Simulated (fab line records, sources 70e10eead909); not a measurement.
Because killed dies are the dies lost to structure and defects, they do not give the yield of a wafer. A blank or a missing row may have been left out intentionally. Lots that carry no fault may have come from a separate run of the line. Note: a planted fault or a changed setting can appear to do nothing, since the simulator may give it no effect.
Comparing a struck lot with a sound one | flow nand_harc | 15 out of 1302 route steps
Sound: the wafers L953.2, L953.4, L953.6. Wafers struck: L962.4, L962.5, L962.6. The cause is named last.
At each step with rows: each side's tool, then ch and its chambers, then its first start. Under that, the readings that differ: sound wafers | struck wafers | difference of the means | sigmas: that difference in standard deviations of wafers without a fault.
alike: a reading whose means differ by less than 2 such deviations, as well as words and numbers matching on both sides. not compared: withheld readings; readings where some wafer has no value; bounds like >300 that might hide an equal value; numbers whose values overlap and for which the record gives no deviation.
The two part at a step that has a row with sigmas, a row that says differs or no value, or rows on one side only. When numbers do not overlap yet have no deviation, they are printed without sigmas and do not part them. A reading missing from all wafers of one side parts the sides only when that side holds two or more wafers.

first, 1 step without rows for these wafers: NHARC_A_CONTACT_ETCH_137 (etches the open film in C4F8/O2/Ar, time 311 s, target depth 1912 nm).
NHARC_A_CONTACT_ETCH_138: etches the open film in C4F8/O2/Ar, time 311 s, target depth 1914 nm.
  sound on har_cap_etch-02 ch 1, day 24 21:37; struck on har_cap_etch-01 ch 0,1, day 28 19:47
  not compared: rf_hours_counter_h
NHARC_A_CONTACT_ETCH_139: etches the open film in C4F8/O2/Ar, time 195 s, target depth 840 nm.
  sound on har_cap_etch-02 ch 1, day 24 21:53; struck on har_cap_etch-01 ch 0,1, day 28 20:04
  not compared: rf_hours_counter_h
then, 1 step without rows for these wafers: NHARC_A_CONTACT_ETCH_92 (etches the open film in CH3F/O2, target depth 40 nm, time 85.7 s).
NHARC_A_CONTACT_ETCH_98: etches the open film in C4F6/O2, target depth 20 nm, time 10 s.
  sound on rie_diel-11 ch 0,2,3; struck on rie_diel-05 ch 0,1
  alike: drypump_motor_current_A, oes_product_au, rf_vpp_V, showerhead_plenum_p_Torr, throttle_valve_pct
  not compared: rf_hours_counter_h
NHARC_A_CONTACT_CD_MEAS_15:
  sound on cd_sem-01, day 24 22:41; struck on cd_sem-02, day 28 20:46
  alike: cd_nm
then, 4 steps without rows for these wafers: NHARC_A_CONTACT_STRIP_107 (strips in N2/H2); NHARC_A_CONTACT_STRIP_108 (strips in CF4/CHF3); NHARC_A_CONTACT_STRIP_109 (strips in O2/COS); NHARC_A_CONTACT_ETCH_110 (etches the open film in CF4/O2, target depth 60 nm, overetch 6 nm, time 33 s).
NHARC_A_CONTACT_STRIP_26: strips in O2.
  sound on rie_diel-11 ch 0,1,2; struck on rie_diel-05 ch 1,2
  alike: drypump_motor_current_A, oes_product_au, rf_vpp_V, showerhead_plenum_p_Torr, throttle_valve_pct
  not compared: rf_hours_counter_h
then, 1 step without rows for these wafers: NHARC_A_CONTACT_STRIP_27 (strips in post etch residue remover, time 600 s).
NHARC_A_CONTACT_ALD_18: deposits TiN, target thk 3 nm, pulse time 1 s, ald cycles 150.
  sound on ald_metal-04 ch 0,3, day 24 23:38; struck on ald_metal-04 ch 2,3, day 28 21:45
  reading    | sound       | struck      | difference | sigmas
  ald_cycles | 150 150 150 | 131 131 131 | -19        |
  alike: heater_power_w, precursor_pulse_height_rel
NHARC_A_CONTACT_CVD_19: deposits W, target thk 300 nm, time 802 s.
  sound on cvd_w-02 ch 0,1; struck on cvd_w-01 ch 0,1
  alike: heater_power_w, throttle_valve_pct
NHARC_END_SORT_01:
  sound on prober-01 ch 0, day 26 23:02; struck on prober-02 ch 0, day 30 21:35
  alike: killed_at_array, killed_at_other, killed_at_periphery, killed_dies, killed_open, killed_short

== WHERE THEY PART ==
Nowhere in this record.

WHY: what the simulator had put in
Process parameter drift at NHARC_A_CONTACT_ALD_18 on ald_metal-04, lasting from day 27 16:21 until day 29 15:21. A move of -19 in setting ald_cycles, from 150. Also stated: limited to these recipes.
